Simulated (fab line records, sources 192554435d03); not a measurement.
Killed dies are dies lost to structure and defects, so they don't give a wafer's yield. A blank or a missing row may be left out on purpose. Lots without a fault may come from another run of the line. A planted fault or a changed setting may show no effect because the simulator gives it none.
A struck lot beside a sound one | flow n5_finfet | 17 steps out of a route of 1938
Sound: wafers L882.1, L882.5, L882.6. Struck: wafers L890.1, L890.2, L890.3. The cause comes at the end.
At each step with rows: each side's tool, then ch and its chambers, then its first start. Under that, the readings that differ: sound wafers | struck wafers | difference of the means | sigmas: that difference in standard deviations of wafers without a fault.
alike: readings whose means differ by less than 2 such deviations, and words and numbers that are the same on both sides. not compared: withheld readings, readings that some wafer has no value for, bounds like >300 that may hide the same value, and numbers for which the record gives no deviation and whose values overlap.
The two part at a step that has a row with sigmas, a row that says differs or no value, or rows on one side only. Numbers that don't overlap but have no deviation are shown without sigmas and don't part them. A reading that every wafer of one side lacks parts them only if that side has two wafers or more.

first, 10 steps without rows for these wafers: N5_FIN_SAQP_ETCH_69 (etches SOC in N2/H2, stops on SiNx, target depth 150 nm); N5_FIN_SAQP_ETCH_67 (etches SiNx in CH3F/O2, target depth 30 nm); N5_FIN_SAQP_STRIP_70 (strips in N2/H2); N5_FIN_SAQP_RECESS_71 (chemistry HF/NH3, target SiO2, target depth 3 nm, afs cycles 1, sublimation time 60 s); N5_FIN_SAQP_SPACER2_ALD_28 (deposits SiO2, target thk 8.1 nm, pulse time 1 s, purge time 2 s); N5_FIN_SAQP_SPACER2_ETCHBACK_29 (etches SiO2 in CHF3/O2, target depth 12.2 nm, time 6.1 s); N5_FIN_SAQP_MANDREL2_REMOVE_60 (chemistry HBr/Cl2/O2, target a-Si, stops on SiNx, bt time 10 s); N5_FIN_SAQP_HM_OPEN_33 (chemistry CH3F/O2, target SiNx, target depth 49.4 nm, time 70.6 s); N5_FIN_SAQP_ETCH_34 (etches SiO2 in C4F6/O2, target depth 45 nm, time 15 s); N5_FIN_SAQP_STRIP_77 (strips in N2/H2, time 90 s).
N5_FIN_SAQP_ETCH_64: etches SiO2 in CF4, target depth 1.5 nm.
  sound on rie_si-02 ch 2,3, day 2 22:03; struck on rie_si-05 ch 0,2,3, day 5 05:20
  no value came back on the struck wafers for any of 5 readings (bias_w (W), cf4_flow_sccm (sccm) and others); on the sound wafers bias_w (W) reads 400.1 401.3 400.7
  reading                                      | sound          | struck     | difference | sigmas
  model.SiNx_of_FIN_SAQP_HM_DEP_03.thk_nm (nm) | 32.2 32.2 31.2 | 34 34.2 34 | +2         |
  not compared: rf_hours_counter_h
then, 2 steps without rows for these wafers: N5_FIN_SAQP_FIN_ETCH_36 (etches the open film in HBr/Cl2/O2, target depth 120 nm, time 50.4 s); N5_FIN_SAQP_PRECLEAN_38 (cleans in O3/DIW, time 45 s).
N5_FIN_SAQP_PRECLEAN_45: cleans in dHF, time 10 s.
  sound on wet_bench-03 ch 0,5,6, day 2 22:14; struck on wet_bench-06 ch 1,3,6, day 5 05:31
  reading                                      | sound          | struck     | difference | sigmas
  model.SiNx_of_FIN_SAQP_HM_DEP_03.thk_nm (nm) | 20.6 21.2 19.6 | 22.8 23 22 | +2.1       |
then, 1 step without rows for these wafers: N5_FIN_SAQP_SRD_39 (time 30 s).
N5_BEOL_M4_RC_MEAS_101:
  the record has rows for the sound wafers here (prober-01 ch 0, day 8 11:36) and none for the struck ones
-- the record jumps here: 11 days lie between the struck wafers' starts before and after (it left off in module BEOL_M4 and takes up again in module PASSIVATION, whose first step shown is number 1936 of the route) --
N5_PASSIVATION_PROBE_49:
  sound on prober-01, day 12 23:25; struck on prober-02, day 15 22:28
  reading             | sound       | struck         | difference | sigmas
  killed_at_front_end | 32 37 43    | 1112 1125 1136 | +1087      | +78
  killed_dies         | 100 108 109 | 1180 1180 1180 | +1074      | +57
  killed_on_rim       | 10 16 18    | 152 152 152    | +137       | +33
  alike: killed_at_M0_to_M3, killed_at_M4_up, killed_at_contacts, killed_at_other, killed_open, killed_short

WHERE THEY PART
First at N5_FIN_SAQP_ETCH_64; last, within this record, at N5_PASSIVATION_PROBE_49.

WHY: what the simulator had put in
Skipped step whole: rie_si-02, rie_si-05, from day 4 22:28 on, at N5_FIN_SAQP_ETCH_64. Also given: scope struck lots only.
